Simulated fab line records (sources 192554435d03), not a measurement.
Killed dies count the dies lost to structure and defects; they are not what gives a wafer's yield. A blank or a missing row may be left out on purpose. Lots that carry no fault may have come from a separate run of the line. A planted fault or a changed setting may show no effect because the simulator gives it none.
Split-lot trial ; flow n5 finfet ; on a route of 1938 steps: 7 lots, 21 wafers read

== ABOUT THE SPLIT ==
At N5_MOL_CONTACT_COAG_COAT_104 (time 60 s, resist thk 12 nm), the setting spin rpm was moved away from the recipe's 1500 rpm on 8 of the 21 wafers read, by -10.9% to +8.2%. All remaining wafers had this setting at the recipe value.

== FROM THE SPLIT TO THE READING: what the file shows between them, 4 steps ==
- N5_MOL_CONTACT_COAG_COAT_58: time 60 s, resist thk 10 nm
- N5_MOL_CONTACT_COAG_COAT_02: resist thk 30 nm
- N5_MOL_CONTACT_COAG_DESCUM_13: chemistry O2, time 7 s
- N5_MOL_CONTACT_COAG_ETCH_59: etches underlayer in N2/H2, target depth 13 nm, time 10.4 s

== THE READING ==
etch.depth nm (the simulator's own value, which no gauge read), in nm, at N5_MOL_CONTACT_COAG_ETCH_105 (etches SiARC in CF4, target depth 15.6 nm, time 26 s). The file gives no usual value for it. The 13 wafers here that ran the recipe average 12.00 nm, standard deviation 0.031 nm.

wafer;tool, chamber at the split;spin rpm as run, rpm;against the recipe;etch.depth nm, nm;against lot-mates on the recipe
L076.2;litho track-02, 0;1623;+8.2%;11.55;-0.53
L076.4;litho track-02, 0;1623;+8.2%;11.56;-0.52
L076.5;litho track-02, 0;1500;recipe;12.08;-
L082.1;litho track-01, 0;1500;recipe;12.03;-
L082.2;litho track-01, 0;1500;recipe;12.02;-
L082.3;litho track-01, 0;1338;-10.8%;12.72;+0.70
L086.2;litho track-03, 0;1500;recipe;11.99;-
L086.5;litho track-03, 0;1500;recipe;11.98;-
L086.6;litho track-03, 0;1500;recipe;11.97;-
L087.2;litho track-01, 0;1500;recipe;12;-
L087.3;litho track-01, 0;1500;recipe;11.98;-
L087.6;litho track-01, 0;1500;recipe;11.96;-
L088.4;litho track-02, 0;1613;+7.5%;11.59;-0.43
L088.5;litho track-02, 0;1613;+7.5%;11.56;-0.46
L088.6;litho track-02, 0;1500;recipe;12.02;-
L089.1;litho track-02, 0;1337;-10.9%;12.75;+0.72
L089.5;litho track-02, 0;1337;-10.9%;12.78;+0.75
L089.6;litho track-02, 0;1500;recipe;12.03;-
L091.3;litho track-03, 0;1500;recipe;12.01;-
L091.4;litho track-03, 0;1582;+5.5%;11.68;-0.32
L091.5;litho track-03, 0;1500;recipe;11.99;-

FIT RESULTS
A straight line over all 21 wafers: etch.depth nm changes by -0.0634 nm for each +1% of spin rpm; r = -0.99; the points scatter about the line by 0.04 nm.
The same after taking each lot's own level away (the mean of its wafers on the recipe; 21 wafers): -0.0643 nm for each +1%; r = -1.00; scatter 0.02 nm.
On that fit, the largest move of spin rpm shifts the reading by 0.7 nm.
From 11.980 to 12.080 nm: that is the span of the lots' own levels, equal to 3.2 times the standard deviation above.
Consequently the slope shifts little with the lot-to-lot level, the two slopes agreeing.
Check: with one of the wafers moved furthest among these (-10.9%) left out of the fit, the line predicts +0.704 nm for it against its lot-mates. It came out at +0.72 nm against them.

== OTHER SPLITS APPLIED TO THESE WAFERS ==
Before the reading, these wafers also passed through other splits. Each is held against what the fit with the lots' levels taken away leaves over:
other split on the same wafers;wafers away from the commonest value;r with etch.depth nm (lot level and that fit taken away)
N5_GATE_CUT_ALD_22 ald cycles;7;+0.04

== THE WHOLE CHAIN: every reading that the file lists as answering this split, in the file's order ==
step;what it does;reading;change (the file's fit);r (the file's)
N5_MOL_CONTACT_COAG_COAT_104;time 60 s, resist thk 12 nm;SiARC_of_MOL_CONTACT_COAG_COAT_104.thk nm (the simulator's own value, which no gauge read);-0.0664 nm for each +1% of the setting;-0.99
N5_MOL_CONTACT_COAG_ETCH_105;etches SiARC in CF4, target depth 15.6 nm, time 26 s;etch rf on time s;withheld for each +1% of the setting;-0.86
N5_MOL_CONTACT_COAG_ETCH_105;etches SiARC in CF4, target depth 15.6 nm, time 26 s;CAR-EUV_of_MOL_CONTACT_COAG_COAT_02.thk nm (the simulator's own value, which no gauge read);+0.0493 nm for each +1% of the setting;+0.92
N5_MOL_CONTACT_COAG_ETCH_105;etches SiARC in CF4, target depth 15.6 nm, time 26 s;etch.depth nm (the simulator's own value, which no gauge read);-0.0641 nm for each +1% of the setting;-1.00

== FILE'S OWN FIT ==
etch.depth nm changes by -0.0641 nm for each +1% of spin rpm, r = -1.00.
